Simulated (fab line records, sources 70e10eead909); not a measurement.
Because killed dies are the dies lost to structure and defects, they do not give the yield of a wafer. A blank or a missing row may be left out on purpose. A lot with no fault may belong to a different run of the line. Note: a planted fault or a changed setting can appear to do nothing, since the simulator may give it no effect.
Struck lot and sound lot, side by side :: flow nand harc :: 15 out of 1302 route steps
Sound: wafers L414.1, L414.3, L414.6. Wafers L411.2, L411.3, L411.6 were the ones struck. The cause comes at the end.
Order at every step that has rows: each side's tool, ch and its chambers, its first start. Under that, the readings that differ: sound wafers :: struck wafers :: difference of the means :: sigmas: that difference in standard deviations of wafers without a fault.
alike: a reading whose means differ by less than 2 such deviations, as well as words and numbers matching on both sides. not compared: withheld readings; readings where some wafer has no value; bounds like >300 that might hide an equal value; numbers whose values overlap and for which the record gives no deviation.
The two part at a step that has a row with sigmas, a row that says differs or no value, or rows on one side only. When numbers do not overlap yet have no deviation, they are printed without sigmas and do not part them. A reading missing from all wafers of one side parts the sides only when that side holds two or more wafers.

NHARC_A_CONTACT_ETCH_76: etches the open film in N2/H2, target depth 260 nm, time 475.3 s.
  sound on rie diel-03 ch 1,2,3; struck on rie diel-06 ch 2,3
reading: drypump motor current A (A)
sound: 5.4 6.0 5.5
struck: 4.8 5.0 4.8
difference: -0.8
sigmas: -2
  alike: bias w, chamber pressure mTorr, mfc ar sccm, oes product au, rf vpp V, showerhead plenum p Torr, throttle valve pct
  not compared: rf hours counter h
NHARC_A_CONTACT_ETCH_77: etches the open film in CF4/CHF3, target depth 108.9 nm, time 54.5 s.
  sound on rie diel-03 ch 1,2,3; struck on rie diel-06 ch 1,2
  alike: bias w, cf4 flow sccm, drypump motor current A, mfc ar sccm, oes product au, rf vpp V, showerhead plenum p Torr, throttle valve pct
  not compared: rf hours counter h
then, 7 steps without rows for these wafers: NHARC_A_CONTACT_ETCH_78 (etches the open film in O2/COS, target depth 5300 nm, time 1378 s); NHARC_A_CONTACT_ETCH_124 (etches the open film in C4F8/O2/Ar, time 140 s, target depth 700 nm); NHARC_A_CONTACT_ETCH_125 (etches the open film in C4F8/O2/Ar, time 197 s, target depth 1918 nm); NHARC_A_CONTACT_ETCH_126 (etches the open film in C4F8/O2/Ar, time 197 s, target depth 1918 nm); NHARC_A_CONTACT_ETCH_127 (etches the open film in C4F8/O2/Ar, time 197 s, target depth 1918 nm); NHARC_A_CONTACT_ETCH_128 (etches the open film in C4F8/O2/Ar, time 197 s, target depth 1918 nm); NHARC_A_CONTACT_ETCH_129 (etches the open film in C4F8/O2/Ar, time 197 s, target depth 1918 nm).
NHARC_A_CONTACT_ETCH_130: etches the open film in C4F8/O2/Ar, time 197 s, target depth 1918 nm.
  sound on har cap etch-02 ch 0,1, day 29 03:54; struck on har cap etch-03 ch 0,1, day 27 18:56
  alike: chamber pressure mTorr, oes air line au
  not compared: rf hours counter h
NHARC_A_CONTACT_ETCH_131: etches the open film in C4F8/O2/Ar, time 197 s, target depth 1918 nm.
  sound on har cap etch-02 ch 0,1, day 29 04:05; struck on har cap etch-03 ch 0,1, day 27 19:07
  alike: chamber pressure mTorr, oes air line au
  not compared: rf hours counter h
NHARC_A_CONTACT_ETCH_132: etches the open film in C4F8/O2/Ar, time 197 s, target depth 1924 nm.
  sound on har cap etch-02 ch 0,1, day 29 04:15; struck on har cap etch-03 ch 0,1, day 27 19:17
  alike: chamber pressure mTorr, oes air line au
  not compared: rf hours counter h
NHARC_A_CONTACT_ETCH_133: etches the open film in C4F8/O2/Ar, time 374 s, target depth 1610 nm.
  sound on har cap etch-02 ch 0,1, day 29 04:26; struck on har cap etch-03 ch 0,1, day 27 19:31
  no value came back on the struck wafers for chamber pressure mTorr (mTorr), oes air line au (a.u.); on the sound wafers chamber pressure mTorr (mTorr) reads 20.003 20.001 20.015
  not compared: rf hours counter h
then, 1 step without rows for these wafers: NHARC_A_CONTACT_ETCH_91 (etches the open film in CH3F/O2, target depth 40 nm, time 85.7 s).
-- record jumps: 2 days between struck wafers' starts before vs after; left off in module A_CONTACT, resumes in module END, first step shown is number 1302 of the route --
NHARC_END_SORT_01:
  only the struck wafers appear in the record here, on prober-01 ch 0 at day 30 03:02; the sound ones have no rows

== WHERE THEY PART ==
Last at NHARC_END_SORT_01 as far as this record goes, first at NHARC_A_CONTACT_ETCH_76.

WHY: what had been put in by the simulator
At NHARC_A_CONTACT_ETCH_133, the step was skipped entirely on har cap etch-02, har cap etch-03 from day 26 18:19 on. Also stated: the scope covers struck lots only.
